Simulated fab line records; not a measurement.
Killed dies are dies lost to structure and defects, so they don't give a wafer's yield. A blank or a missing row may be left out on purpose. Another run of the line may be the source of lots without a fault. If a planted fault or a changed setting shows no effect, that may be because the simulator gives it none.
Chamber matching + flow n5Finfet + N5_PASSIVATION_STRIP_34 on rieDiel-03: 4 sister chambers
The step strips in O2. 4 wafers are shown with their chamber, then 6 later ones without.

== WAFERS, EACH WITH ITS CHAMBER ==
| wafer  | chamber | drypumpMotorCurrentA (A) |
|--------|---------|--------------------------|
| L402.3 | 0       | 5.2                      |
| L408.2 | 3       | 5.7                      |
| L408.3 | 1       | 6.3                      |
| L408.5 | 2       | 5.7                      |

== WAFERS WITH NO CHAMBER GIVEN ==
| wafer  | drypumpMotorCurrentA (A) |
|--------|--------------------------|
| L412.1 | 6.2                      |
| L412.3 | 5.7                      |
| L412.5 | 5.2                      |
| L415.3 | 5.1                      |
| L415.4 | 6.3                      |
| L415.5 | 5.7                      |

== EACH ONE'S CHAMBER ==
| wafer  | from the rows above     | in truth |
|--------|-------------------------|----------|
| L412.1 | 1                       | 1        |
| L412.3 | can't be placed: 2 or 3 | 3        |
| L412.5 | 0                       | 0        |
| L415.3 | 0                       | 0        |
| L415.4 | 1                       | 1        |
| L415.5 | can't be placed: 2 or 3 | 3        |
Correct placement for 4 of the 6. These rows do not allow placing 2 (true chamber among the candidates in 2). 0 placed wrongly.
How it was worked out, from the rows above alone: a wafer's distance from a chamber is the root of the sum, over the readings, of the square of ((its reading less the chamber's mean) divided by the reading's scatter). The wafer belongs to the nearest chamber; if the next one is less than 2 further off, it can't be placed. For every chamber, the mean is computed from those of its wafers that are shown. The scatter (one wafer shown for each chamber): square how far every hidden wafer sits from the nearest shown wafer, average those squares and take the square root.
